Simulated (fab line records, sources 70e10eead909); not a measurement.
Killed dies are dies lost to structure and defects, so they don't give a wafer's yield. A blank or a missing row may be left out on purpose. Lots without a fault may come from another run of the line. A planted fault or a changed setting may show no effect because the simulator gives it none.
A struck lot beside a sound one | flow nand_harc | 13 steps out of a route of 1159
Sound: wafers L128.1, L128.2, L128.3. Struck: wafers L135.1, L135.3. (L135.4 of the same lot was not struck and is left out.) The cause comes at the end.
At each step with rows: each side's tool, then ch and its chambers, then its first start. Under that, the readings that differ: sound wafers | struck wafers | difference of the means | sigmas: that difference in standard deviations of wafers without a fault.
alike: readings whose means differ by less than 2 such deviations, and words and numbers that are the same on both sides. not compared: withheld readings, readings that some wafer has no value for, bounds like >300 that may hide the same value, and numbers for which the record gives no deviation and whose values overlap.
The two part at a step that has a row with sigmas, a row that says differs or no value, or rows on one side only. Numbers that don't overlap but have no deviation are shown without sigmas and don't part them. A reading that every wafer of one side lacks parts them only if that side has two wafers or more.

first, 4 steps without rows for these wafers: NHARC_A_WL_FILL_STRIP_28 (strips in post etch residue remover, time 1200 s); NHARC_A_WL_FILL_PRECLEAN_06 (cleans in DIW, time 300 s); NHARC_A_WL_FILL_SRD_07; NHARC_A_WL_FILL_ANNEAL_08 (time 1800 s).
NHARC_A_WL_FILL_ALD_10: deposits SiO2, target thk 50 nm, pulse time 10 s, ald cycles 500.
  sound on ald_hk-04 ch 1,2,3, day 20 00:32; struck on ald_hk-04 ch 1,3, day 20 11:15
  alike: heater_power_w, precursor_pulse_height_rel
NHARC_A_WL_FILL_ETCHBACK_16: etches the open film in C4F8/O2/Ar, target depth 88 nm, time 17.6 s.
  sound on rie_diel-03 ch 0,1,3; struck on rie_diel-12 ch 1,3
  reading                | sound       | struck  | difference | sigmas
  rf_hours_counter_h (h) | 2.6 2.5 2.7 | 4.8 4.3 | +1.9       |
  alike: chamber_pressure_mTorr, oes_product_au, rf_vpp_V, run_length_s
NHARC_A_WL_FILL_STRIP_29: strips in O2, time 20 s.
  sound on rie_diel-03 ch 1,2,3, day 20 05:14; struck on rie_diel-12 ch 1,3, day 20 19:02
  reading                | sound       | struck  | difference | sigmas
  rf_hours_counter_h (h) | 2.7 2.6 2.7 | 4.8 4.3 | +1.9       |
  alike: chamber_pressure_mTorr, drypump_motor_current_A, oes_product_au, rf_vpp_V, showerhead_plenum_p_Torr, throttle_valve_pct
NHARC_A_WL_FILL_ETCHBACK_17: etches the open film in Cl2/BCl3, target depth 4 nm, time 26.7 s.
  sound on rie_metal-02 ch 0,1, day 20 05:20; struck on rie_metal-03 ch 0,1, day 20 19:08
  alike: chamber_pressure_mTorr, drypump_motor_current_A, oes_product_au, run_length_s
  not compared: rf_hours_counter_h
then, 3 steps without rows for these wafers: NHARC_A_WL_FILL_PRECLEAN_18 (cleans in dHF, time 30 s); NHARC_A_WL_FILL_SRD_21; NHARC_A_WL_FILL_CVD_23 (deposits poly-Si, target thk 40 nm, time 800 s).
NHARC_A_WL_FILL_ETCHBACK_26: etches the open film in HBr, target depth 52 nm, time 13.3 s.
  sound on rie_si-01 ch 0,1,2, day 20 10:21; struck on rie_si-01 ch 2,3, day 21 00:31
  reading                | sound          | struck    | difference | sigmas
  rf_hours_counter_h (h) | 0.5 0.7 0.7    | 0.8 0.8   | +0.2       |
  run_length_s (s)       | 33.9 33.9 35.2 | 30.0 30.2 | -4.2       | -10
  alike: chamber_pressure_mTorr, drypump_motor_current_A, hbr_flow_sccm, oes_product_au, throttle_valve_pct
then, 1 step without rows for these wafers: NHARC_A_WL_FILL_PRECLEAN_30 (cleans in dHF, time 10 s).

WHERE THEY PART
Only at NHARC_A_WL_FILL_ETCHBACK_26, within this record.

WHY: what the simulator had put in
Process parameter drift: rie_si-01, from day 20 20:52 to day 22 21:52, at NHARC_A_WL_FILL_ETCHBACK_26. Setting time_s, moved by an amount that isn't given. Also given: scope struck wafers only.
